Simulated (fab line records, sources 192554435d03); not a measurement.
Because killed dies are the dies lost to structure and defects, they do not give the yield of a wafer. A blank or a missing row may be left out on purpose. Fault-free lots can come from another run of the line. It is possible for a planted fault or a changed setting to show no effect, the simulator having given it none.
Split-lot trial | flow n5-finfet | on a route of 1938 steps: 7 lots, 21 wafers read

== THE SPLIT ==
At N5_BEOL_M5_COAT_74 (time 60 s, resist thk 5 nm), the setting spin-rpm was moved away from the recipe's 1500 rpm on 7 of the 21 wafers read, by -8.5% to +9.0%. The other wafers ran this setting at the recipe's value.

== FROM THE SPLIT TO THE READING: what the file shows between them, 3 steps ==
- N5_BEOL_M5_COAT_22: resist thk 30 nm
- N5_BEOL_M5_EBR_24
- N5_BEOL_M5_DESCUM_33: chemistry O2, time 7 s

== THE READING ==
etch.depth-nm (the simulator's own value, which no gauge read), in nm, at N5_BEOL_M5_ETCH_75 (etches underlayer in N2/H2, target depth 6.5 nm, time 5.2 s). The file does not state a usual value for it. The 14 wafers here that ran the recipe average 5.000 nm, standard deviation 0.012 nm.

wafer  | tool, chamber at the split | spin-rpm as run, rpm | against the recipe | etch.depth-nm, nm | against lot-mates on the recipe
L079.2 | litho-track-03, 0          | 1607                 | +7.1%              | 4.827             | -0.172
L079.5 | litho-track-03, 0          | 1607                 | +7.1%              | 4.857             | -0.142
L079.6 | litho-track-03, 0          | 1500                 | recipe             | 4.999             | -
L081.1 | litho-track-05, 0          | 1373                 | -8.5%              | 5.248             | +0.231
L081.3 | litho-track-05, 0          | 1500                 | recipe             | 5.026             | -
L081.5 | litho-track-05, 0          | 1500                 | recipe             | 5.009             | -
L083.1 | litho-track-03, 0          | 1500                 | recipe             | 4.992             | -
L083.3 | litho-track-03, 0          | 1394                 | -7.1%              | 5.199             | +0.207
L083.4 | litho-track-03, 0          | 1394                 | -7.1%              | 5.188             | +0.196
L084.2 | litho-track-05, 0          | 1500                 | recipe             | 4.997             | -
L084.5 | litho-track-05, 0          | 1500                 | recipe             | 5.005             | -
L084.6 | litho-track-05, 0          | 1500                 | recipe             | 4.985             | -
L091.2 | litho-track-03, 0          | 1635                 | +9.0%              | 4.803             | -0.194
L091.4 | litho-track-03, 0          | 1500                 | recipe             | 4.997             | -
L091.6 | litho-track-03, 0          | 1635                 | +9.0%              | 4.786             | -0.211
L094.1 | litho-track-03, 0          | 1500                 | recipe             | 4.991             | -
L094.2 | litho-track-03, 0          | 1500                 | recipe             | 4.998             | -
L094.3 | litho-track-03, 0          | 1500                 | recipe             | 4.988             | -
L095.1 | litho-track-05, 0          | 1500                 | recipe             | 4.984             | -
L095.2 | litho-track-05, 0          | 1500                 | recipe             | 5.004             | -
L095.3 | litho-track-05, 0          | 1500                 | recipe             | 5.019             | -

FIT RESULTS
A straight line over all 21 wafers: etch.depth-nm changes by -0.0249 nm for each +1% of spin-rpm; r = -0.99; the points scatter about the line by 0.016 nm.
The same after taking each lot's own level away (the mean of its wafers on the recipe; 21 wafers): -0.0247 nm for each +1%; r = -0.99; scatter 0.014 nm.
On that fit, the largest move of spin-rpm shifts the reading by 0.22 nm.
Across the lots, their own levels run from 4.9920 to 5.0175 nm, a range of 2.2 times the standard deviation given above.
Hence the lot-to-lot level has little effect on the slope; both slopes agree.
Check: for one of the wafers moved furthest among these (+9.0%), held out of the fit, the line's prediction against its lot-mates is -0.221 nm. Against them it came out at -0.194 nm.

== THESE WAFERS: OTHER SPLITS ==
Note: prior to the reading, these wafers also went through further splits. Each is held against what the fit with the lots' levels taken away leaves over:
other split on the same wafers   | wafers away from the commonest value | r with etch.depth-nm (lot level and that fit taken away)
N5_BEOL_M4_TRENCH_ETCH_37 time-s | 8                                    | -0.05
N5_BEOL_M5_COAT_66 spin-rpm      | 10                                   | +0.20

== FILE'S OWN FIT ==
etch.depth-nm changes by -0.025 nm for each +1% of spin-rpm, r = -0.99.
